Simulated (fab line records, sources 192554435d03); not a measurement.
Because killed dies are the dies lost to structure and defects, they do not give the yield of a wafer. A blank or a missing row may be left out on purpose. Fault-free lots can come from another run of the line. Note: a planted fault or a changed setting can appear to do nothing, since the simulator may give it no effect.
Split-lot study    flow n5-finfet    route with 1938 steps; 7 lots, 21 wafers read

## ON THE SPLIT
At N5_BEOL_M2_ETCH_69 (etches SiARC in CF4, target depth 15.6 nm, time 26 s), the setting bias-w was moved away from the recipe's 36 W on 10 of the 21 wafers read, by -17.5% to +12.8%. This setting was run at the recipe's value on the other wafers.

The reading comes from the split's own step.

## THE READING
rf-vpp-V, in V, at N5_BEOL_M2_ETCH_69 (etches SiARC in CF4, target depth 15.6 nm, time 26 s). Fault-free wafers of this fab line usually give 183.8 V, standard deviation 0.98 V.

wafer   tool, chamber at the split  bias-w as run, W  against the recipe  rf-vpp-V, V  against lot-mates on the recipe
L074.2  rie-diel-02, 1              31.98             -11.2%              170.2        -14.3
L074.5  rie-diel-02, 1              36                recipe              185.0        -
L074.6  rie-diel-02, 2              36                recipe              184.0        -
L076.2  rie-diel-04, 1              40.6              +12.8%              198.7        +15.2
L076.3  rie-diel-04, 3              36                recipe              183.5        -
L076.5  rie-diel-04, 1              40.6              +12.8%              197.5        +14.0
L082.1  rie-diel-02, 1              36                recipe              183.9        -
L082.3  rie-diel-02, 0              36                recipe              186.0        -
L082.6  rie-diel-02, 3              36                recipe              184.6        -
L083.1  rie-diel-01, 3              36                recipe              184.0        -
L083.2  rie-diel-01, 2              36                recipe              182.9        -
L083.6  rie-diel-01, 0              36                recipe              184.0        -
L084.1  rie-diel-04, 1              33.68             -6.4%               175.9        -5.5
L084.5  rie-diel-04, 1              33.68             -6.4%               176.2        -5.2
L084.6  rie-diel-04, 0              36                recipe              181.4        -
L085.2  rie-diel-01, 1              36                recipe              184.4        -
L085.3  rie-diel-01, 0              40.16             +11.6%              197.1        +12.7
L085.6  rie-diel-01, 3              40.16             +11.6%              198.3        +13.9
L086.1  rie-diel-04, 2              29.71             -17.5%              162.5        no lot-mate on the recipe
L086.2  rie-diel-04, 1              29.71             -17.5%              161.4        no lot-mate on the recipe
L086.3  rie-diel-04, 0              29.71             -17.5%              161.2        no lot-mate on the recipe

FIT RESULTS
A straight line over all 21 wafers: rf-vpp-V changes by +1.22 V for each +1% of bias-w; r = +1.00; the points scatter about the line by 1.1 V.
The same after taking each lot's own level away (the mean of its wafers on the recipe; 18 wafers): +1.13 V for each +1%; r = +0.99; scatter 0.97 V.
On that fit, the largest move of bias-w shifts the reading by 20 V.
Across the lots, their own levels run from 181.40 to 184.83 V, a range of 3.5 times the standard deviation given above.
The two slopes agree, so the slope changes little with the lot-to-lot level.
Check: with one of the wafers moved furthest among these (+12.8%) left out of the fit, the line predicts +14.4 V for it against its lot-mates. It came out at +15.2 V against them.
Tool readings at the split's step, against how far the setting was moved: rf-vpp-V r = +1.00.

## OTHER SPLITS APPLIED TO THESE WAFERS
Other splits were also applied to these wafers ahead of the reading. Each is held against what the fit with the lots' levels taken away leaves over:
other split on the same wafers  wafers away from the commonest value  r with rf-vpp-V (lot level and that fit taken away)
N5_BEOL_M2_ILD_DEP_00 time-s    12                                    -0.40
N5_BEOL_M2_COAT_22 spin-rpm     4                                     -0.07

## FILE'S OWN FIT
rf-vpp-V changes by +1.15 V for each +1% of bias-w, r = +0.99.
